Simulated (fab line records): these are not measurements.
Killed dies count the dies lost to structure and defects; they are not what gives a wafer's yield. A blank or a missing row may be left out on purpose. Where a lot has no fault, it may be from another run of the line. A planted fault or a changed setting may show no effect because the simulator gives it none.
Chamber matching    flow n5 finfet    N5_MOL_CONTACT_COAG_ETCH_106 on rie diel-03 has 4 sister chambers
The step etches SOC in N2/H2, target depth 80 nm, overetch 16 nm, time 120 s. 4 wafers are shown with their chamber, then 9 later ones without.

WAFERS, EACH WITH ITS CHAMBER
wafer   chamber  throttle valve pct (%)
L081.2  2        17.82
L082.1  1        17.57
L082.3  3        18.37
L082.4  0        17.97

WAFERS WITH NO CHAMBER GIVEN
wafer   throttle valve pct (%)
L083.2  17.97
L083.3  18.37
L083.6  18.37
L086.2  18.37
L086.4  17.57
L086.5  17.58
L096.2  17.61
L096.5  18.41
L096.6  18.02

THE CHAMBER EACH PASSED THROUGH
wafer   from the rows above  in truth
L083.2  0                    0
L083.3  3                    3
L083.6  3                    3
L086.2  3                    3
L086.4  1                    1
L086.5  1                    1
L096.2  1                    1
L096.5  3                    3
L096.6  0                    0
Correct placement for 9 of the 9. From these rows, 0 cannot be placed. Placed wrongly: 0.
How it was worked out, from the rows above alone: a wafer's distance from a chamber is the root of the sum, over the readings, of the square of ((its reading less the chamber's mean) divided by the reading's scatter). If the next closest chamber is less than 2 further off than the closest, the wafer can't be placed; otherwise it belongs to the closest. A chamber's mean is the mean of its shown wafers. The scatter: with one shown wafer a chamber, the root of the mean of the squares of how far each hidden wafer lies from its nearest shown one.
